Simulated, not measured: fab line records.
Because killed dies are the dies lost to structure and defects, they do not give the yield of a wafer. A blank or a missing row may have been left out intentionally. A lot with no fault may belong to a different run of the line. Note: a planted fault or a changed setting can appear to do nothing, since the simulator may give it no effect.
Code-filled problem report in 8D (eight disciplines) form -- flow nand-harc -- the parts of the form that need people (team, actions taken, sign-off) are left out

1. WHAT WENT WRONG
Wafers with no fault read 299.8 W with a standard deviation of 0.94, whereas rf-fwd-power-W at NHARC_THIN_TSV_ETCH_44 reads a mean of 180.1 W on 1 wafer of 1 lot. That is -99 or more standard deviations from the usual mean.
The step: etches the open film in CF4/O2, target depth 1594.2 nm, time 797.1 s.
Seen first at day 29 19:44 on rie-diel-05, wafer L855.4. Wafers with a number at this step in the record: 13, from 5 lots. Rule for "out" (also "out of limits"): further than 4 standard deviations from the usual mean. Any other wafer with a number is counted as sound.

2. WHAT IT IS; WHAT IT IS NOT
question,is,is not
which readings at this step,"rf-fwd-power-W, oes-product-au","drypump-motor-current-A, rf-vpp-V, showerhead-plenum-p-Torr, throttle-valve-pct"
which lots,L855,"L845, L859, L862, L863"
which wafers of those lots,all that have a number,-
read on which tools,rie-diel-05,"rie-diel-01, rie-diel-09"
when,from day 29 19:44,"up to then (3 sound wafers); but 9 sound wafers of L859, L862, L863 came after"

3. SUSPECTS, AND WHAT RULES EACH OUT
Counting: a tool at a process step up to the reading stays a suspect if it ran every lot that is out and no sound lot after the first of them.
- pecvd-01 at NHARC_THIN_TSV_DEP_43 (deposits SiO2, target thk 1328.5 nm): kept. It ran the lot that is out, L855 (day 29 18:36), and no sound lot after that.
- rie-diel-05 at NHARC_THIN_TSV_DESCUM_14 (chemistry O2, time 3 s): ruled out as a lasting fault. After its first lot that is out, L855 (day 29 19:28), sound lots L862 ran on it.
- rie-diel-05 at NHARC_THIN_TSV_ETCH_44 (etches the open film in CF4/O2, target depth 1594.2 nm, time 797.1 s): ruled out as a lasting fault. After its first lot that is out, L855 (day 29 19:44), sound lots L862 ran on it.
Left after counting: pecvd-01 at NHARC_THIN_TSV_DEP_43.

4. THE CAUSE (what the simulator had put in)
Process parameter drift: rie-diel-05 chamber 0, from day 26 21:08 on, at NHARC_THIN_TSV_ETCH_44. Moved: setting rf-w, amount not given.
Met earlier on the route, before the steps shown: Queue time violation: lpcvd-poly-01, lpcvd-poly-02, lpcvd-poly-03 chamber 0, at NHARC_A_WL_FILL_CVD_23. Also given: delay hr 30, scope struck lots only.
Counting ruled it out, wrongly.

5. SEQUENCE OF EFFECTS, ordered by route
Rows list readings where the struck wafers' mean (over those with a number) sits beyond 3 standard deviations from the usual. Only readings whose record carries a usual standard deviation are examined. hours: median over the lots of the time between each lot's start at the first step of this table that gives one and its start at this step. sigmas: the change, counted in usual standard deviations.
hours,step,reading,usual,on struck wafers,change,sigmas
0,NHARC_THIN_TSV_ETCH_44,oes-product-au,1.001 a.u.,0.761,-0.240,-22
0,NHARC_THIN_TSV_ETCH_44,rf-fwd-power-W,299.8 W,180.1,-119.7,-99 or more
Here are the process steps it includes:
- NHARC_THIN_TSV_ETCH_44: etches the open film in CF4/O2, target depth 1594.2 nm, time 797.1 s.

6. HOW IT WOULD HAVE BEEN CAUGHT EARLIER
In this record the first reading out of limits was taken at day 29 19:44, 71 hours after the fault began at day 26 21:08.
